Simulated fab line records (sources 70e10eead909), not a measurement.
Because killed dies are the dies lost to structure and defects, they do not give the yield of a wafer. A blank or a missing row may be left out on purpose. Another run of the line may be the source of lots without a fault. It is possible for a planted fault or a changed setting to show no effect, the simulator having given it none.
A lot that was struck, set against a sound lot ; flow nand harc ; 14 steps out of a route of 1159
Sound: the wafers L773.1, L773.3, L773.5. Struck: wafer L768.5 (left out: L768.6, a lot-mate that was not struck); the cause follows at the end.
Order at every step that has rows: each side's tool, ch and its chambers, its first start. Under that, the readings that differ: sound wafers ; struck wafers ; difference of the means ; sigmas: that difference in standard deviations of wafers without a fault.
alike: a reading whose means differ by less than 2 such deviations, as well as words and numbers matching on both sides. not compared: withheld readings; readings where some wafer has no value; bounds like >300 that might hide an equal value; numbers whose values overlap and for which the record gives no deviation.
A row with sigmas, a row that says differs or no value, or rows on one side alone: a step with any of these is where the two part. Numbers that don't overlap but have no deviation are shown without sigmas and don't part them. A reading missing from all wafers of one side parts the sides only when that side holds two or more wafers.

first, 4 steps without rows for these wafers: NHARC_P_CONTACT_ETCH_36 (etches the open film in N2/H2, target depth 260 nm, time 406.25 s); NHARC_P_CONTACT_ETCH_18 (etches the open film in C4F8/O2/Ar, target depth 481 nm, time 240.5 s); NHARC_P_CONTACT_STRIP_37 (strips in C4F8/O2/Ar); NHARC_P_CONTACT_ETCH_31 (etches the open film in CH3F/O2, target depth 30 nm, time 85.7 s).
NHARC_P_CONTACT_CD_MEAS_19:
  sound on cd sem-03, day 10 10:49; struck on cd sem-01, day 9 06:04
  alike: cd nm
NHARC_P_CONTACT_STRIP_28: strips in O2.
  sound on rie diel-12 ch 0,3, day 10 10:53; struck on rie diel-12 ch 1, day 9 06:13
reading;sound;struck;difference;sigmas
oes product au (a.u.);0.991 0.982 0.988;1.003;+0.016;+2
rf vpp V (V);57.1 57.9 57.5;59.7;+2.2;+3
  alike: drypump motor current A, o2 flow sccm, showerhead plenum p Torr, throttle valve pct
  not compared: rf hours counter h
then, 1 step without rows for these wafers: NHARC_P_CONTACT_STRIP_29 (strips in post etch residue remover, time 1200 s).
NHARC_P_CONTACT_DEGAS_38: time 60 s.
  sound on pvd sputter-03, day 10 11:32; struck on pvd sputter-03, day 9 06:52
  alike: heater power w
then, 1 step without rows for these wafers: NHARC_P_CONTACT_PRE_CLEAN_39 (time 19.5 s).
NHARC_P_CONTACT_PVD_32: deposits Ti, target thk 5 nm, time 17.7 s.
  sound on pvd sputter-03; struck on pvd sputter-03
  alike: throttle valve pct
NHARC_P_CONTACT_ALD_22: deposits TiN, target thk 3 nm, pulse time 1 s, ald cycles 150.
  sound on ald metal-01 ch 0,3, day 10 11:57; struck on ald metal-04 ch 0, day 9 07:21
reading;sound;struck;difference;sigmas
heater power outer w (W);601 628 608;780;+168;+3
heater power w (W);936 981 936;1162;+211;+2
  alike: precursor pulse height rel
  not compared: since wet clean h
NHARC_P_CONTACT_CVD_23: deposits W, target thk 200 nm, time 557 s.
  sound on cvd w-01 ch 0,1; struck on cvd w-01 ch 1
  alike: heater power outer w, heater power w, throttle valve pct
  not compared: since wet clean h
NHARC_P_CONTACT_CMP_24: polishes, t overpolish 30 s, target thk 200 nm.
  sound on cmp-04 ch 0,1, day 10 15:48; struck on cmp-02 ch 1, day 9 10:26
reading;sound;struck;difference;sigmas
time to endpoint s (s);42.5 41.3 42.0;21.5;-20.4;-10
  alike: motor current A, overpolish run s
NHARC_END_SORT_01:
  the record has rows for the sound wafers here (prober-01 ch 0, day 24 16:43) and none for the struck ones

## WHERE THEY PART
At NHARC_P_CONTACT_STRIP_28 first; at NHARC_END_SORT_01 last (within this record only).

WHY: what the simulator had put in
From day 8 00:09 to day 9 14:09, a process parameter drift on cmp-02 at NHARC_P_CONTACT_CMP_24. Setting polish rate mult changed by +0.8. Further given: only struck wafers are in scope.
